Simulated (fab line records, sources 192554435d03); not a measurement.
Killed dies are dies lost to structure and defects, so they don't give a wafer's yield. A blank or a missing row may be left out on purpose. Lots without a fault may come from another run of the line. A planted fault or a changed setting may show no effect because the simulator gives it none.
Chamber matching | flow n5_finfet | N5_FIN_SAQP_HM_DEP_72 on pecvd-03: 3 sister chambers
The step deposits SiO2 from SiH4/N2O, target thk 12 nm, time 7.2 s. 16 wafers are shown with their chamber, then 8 later ones without.

WAFERS WITH THEIR CHAMBER
wafer  | chamber | showerhead_plenum_p_Torr (Torr) | heater_power_w (W) | susceptor_temp_C (C)
L075.3 | 1       | 8.25                            | 614                | 400.05
L075.4 | 0       | 8.23                            | 801                | 400.24
L075.5 | 2       | 8.29                            | 662                | 399.82
L076.2 | 2       | 8.31                            | 770                | 399.91
L076.5 | 1       | 8.27                            | 562                | 400.00
L076.6 | 0       | 8.24                            | 723                | 399.64
L080.2 | 2       | 8.30                            | 767                | 400.12
L080.3 | 1       | 8.25                            | 604                | 399.98
L080.4 | 2       | 8.31                            | 772                | 400.19
L085.2 | 2       | 8.32                            | 738                | 399.79
L085.3 | 0       | 8.23                            | 793                | 400.03
L085.4 | 2       | 8.32                            | 724                | 400.15
L088.3 | 2       | 8.30                            | 672                | 400.17
L088.4 | 2       | 8.30                            | 678                | 400.38
L088.6 | 1       | 8.25                            | 599                | 400.28
L091.2 | 0       | 8.23                            | 712                | 400.02

SIGNATURES (means of the wafers above)
reading                  | chamber 0 | chamber 1 | chamber 2 | scatter within a chamber
showerhead_plenum_p_Torr | 8.2325    | 8.2550    | 8.3063    | 0.00946
heater_power_w           | 757.25    | 594.75    | 722.88    | 42.1
susceptor_temp_C         | 399.9825  | 400.0775  | 400.0663  | 0.204
Rule: a wafer's distance from a chamber is the root of the sum, over the readings, of the square of ((its reading less the chamber's mean) divided by the reading's scatter). The wafer belongs to the nearest chamber; if the next one is less than 2 further off, it can't be placed. The scatter: the root of (the sum of the squares of (reading less its chamber's mean) over the shown wafers, divided by (wafers less chambers)).

WAFERS WITHOUT THEIR CHAMBER
wafer  | showerhead_plenum_p_Torr (Torr) | heater_power_w (W) | susceptor_temp_C (C)
L091.5 | 8.29                            | 721                | 399.90
L091.6 | 8.24                            | 691                | 400.12
L093.1 | 8.23                            | 656                | 399.62
L093.3 | 8.30                            | 756                | 399.70
L093.6 | 8.31                            | 774                | 399.80
L096.2 | 8.29                            | 753                | 399.50
L096.4 | 8.26                            | 575                | 399.77
L096.6 | 8.29                            | 761                | 400.08

WHICH CHAMBER EACH WENT THROUGH
wafer  | from the rows above     | in truth
L091.5 | 2                       | 2
L091.6 | can't be placed: 0 or 1 | 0
L093.1 | can't be placed: 0 or 1 | 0
L093.3 | 2                       | 2
L093.6 | 2                       | 2
L096.2 | 2                       | 2
L096.4 | 1                       | 1
L096.6 | 2                       | 2
Placed correctly: 6 of 8. Can't be placed from these rows: 2 (the true chamber is among the candidates in 2). Placed wrongly: 0.
